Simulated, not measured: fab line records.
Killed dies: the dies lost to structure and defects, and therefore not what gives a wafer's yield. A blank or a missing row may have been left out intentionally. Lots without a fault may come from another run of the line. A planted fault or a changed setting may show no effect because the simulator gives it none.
Comparing a struck lot with a sound one :: flow nand harc :: 14 out of 1159 route steps
Sound: wafers L983.1, L983.3, L983.4. Struck: wafer L987.4; the same lot's L987.3 was not struck, so it is left out; see the end for the cause.
Each step with rows lists, per side, the tool, then ch with its chambers, then its first start. Under that, the readings that differ: sound wafers :: struck wafers :: difference of the means :: sigmas: that difference in standard deviations of wafers without a fault.
alike: readings whose means differ by less than 2 such deviations, and words and numbers that are the same on both sides. not compared: withheld readings, readings that some wafer has no value for, bounds like >300 that may hide the same value, and numbers for which the record gives no deviation and whose values overlap.
The two part at a step that has a row with sigmas, a row that says differs or no value, or rows on one side only. When numbers do not overlap yet have no deviation, they are printed without sigmas and do not part them. A reading missing from all wafers of one side parts the sides only when that side holds two or more wafers.

first, 4 steps without rows for these wafers: NHARC_A_WL_FILL_STRIP_28 (strips in post etch residue remover, time 1200 s); NHARC_A_WL_FILL_PRECLEAN_06 (cleans in DIW, time 300 s); NHARC_A_WL_FILL_SRD_07; NHARC_A_WL_FILL_ANNEAL_08 (time 1800 s).
NHARC_A_WL_FILL_ALD_10: deposits SiO2, target thk 50 nm, pulse time 10 s, ald cycles 500.
  sound on ald hk-03 ch 0,1,3, day 16 13:11; struck on ald hk-02 ch 1, day 17 10:25
  alike: heater power w, precursor pulse height rel
NHARC_A_WL_FILL_ETCHBACK_16: etches the open film in C4F8/O2/Ar, target depth 88 nm, time 17.6 s.
  sound on rie diel-06 ch 0,1,2; struck on rie diel-11 ch 3
reading: rf hours counter h (h)
sound: 4.6 4.4 4.5
struck: 2.2
difference: -2.3
sigmas: 
  alike: oes product au, rf vpp V
NHARC_A_WL_FILL_STRIP_29: strips in O2, time 20 s.
  sound on rie diel-06 ch 0,1,2, day 16 17:53; struck on rie diel-11 ch 1, day 17 14:38
reading: rf hours counter h (h)
sound: 4.5 4.4 4.6
struck: 1.9
difference: -2.6
sigmas: 
  alike: drypump motor current A, oes product au, rf vpp V, showerhead plenum p Torr, throttle valve pct
NHARC_A_WL_FILL_ETCHBACK_17: etches the open film in Cl2/BCl3, target depth 4 nm, time 26.7 s.
  sound on rie metal-03 ch 0,1, day 16 17:59; struck on rie metal-03 ch 1, day 17 14:46
  alike: drypump motor current A, oes product au
  not compared: rf hours counter h
then, 3 steps without rows for these wafers: NHARC_A_WL_FILL_PRECLEAN_18 (cleans in dHF, time 30 s); NHARC_A_WL_FILL_SRD_21; NHARC_A_WL_FILL_CVD_23 (deposits poly-Si, target thk 40 nm, time 800 s).
NHARC_A_WL_FILL_ETCHBACK_26: etches the open film in HBr, target depth 52 nm, time 13.3 s.
  sound on rie si-02 ch 0,1,2, day 16 23:01; struck on rie si-05 ch 1, day 17 19:48
reading: oes product au (a.u.)
sound: 1.020 1.005 1.018
struck: 0.909
difference: -0.105
sigmas: -8

reading: throttle valve pct (%)
sound: 23.255 23.266 23.257
struck: 23.280
difference: +0.021
sigmas: +2
  alike: drypump motor current A
  not compared: rf hours counter h
then, 1 step without rows for these wafers: NHARC_A_WL_FILL_PRECLEAN_30 (cleans in dHF, time 10 s).
-- jump in the record: it breaks off in module A_WL_FILL and resumes in module END (first step shown: number 1159 of the route), and 3 days separate the struck wafers' starts before and after --
NHARC_END_SORT_01:
  sound on prober-01 ch 0, day 20 11:59; struck on prober-01 ch 0, day 21 04:06
  alike: killed at array, killed at other, killed at periphery, killed dies, killed open, killed short

WHERE THEY PART
Only at NHARC_A_WL_FILL_ETCHBACK_26, as far as this record shows. Later steps at which nothing parts them and some readings are alike: NHARC_END_SORT_01.

WHY: the cause the simulator had injected
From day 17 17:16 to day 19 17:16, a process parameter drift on rie si-05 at NHARC_A_WL_FILL_ETCHBACK_26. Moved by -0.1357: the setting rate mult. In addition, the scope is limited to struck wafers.
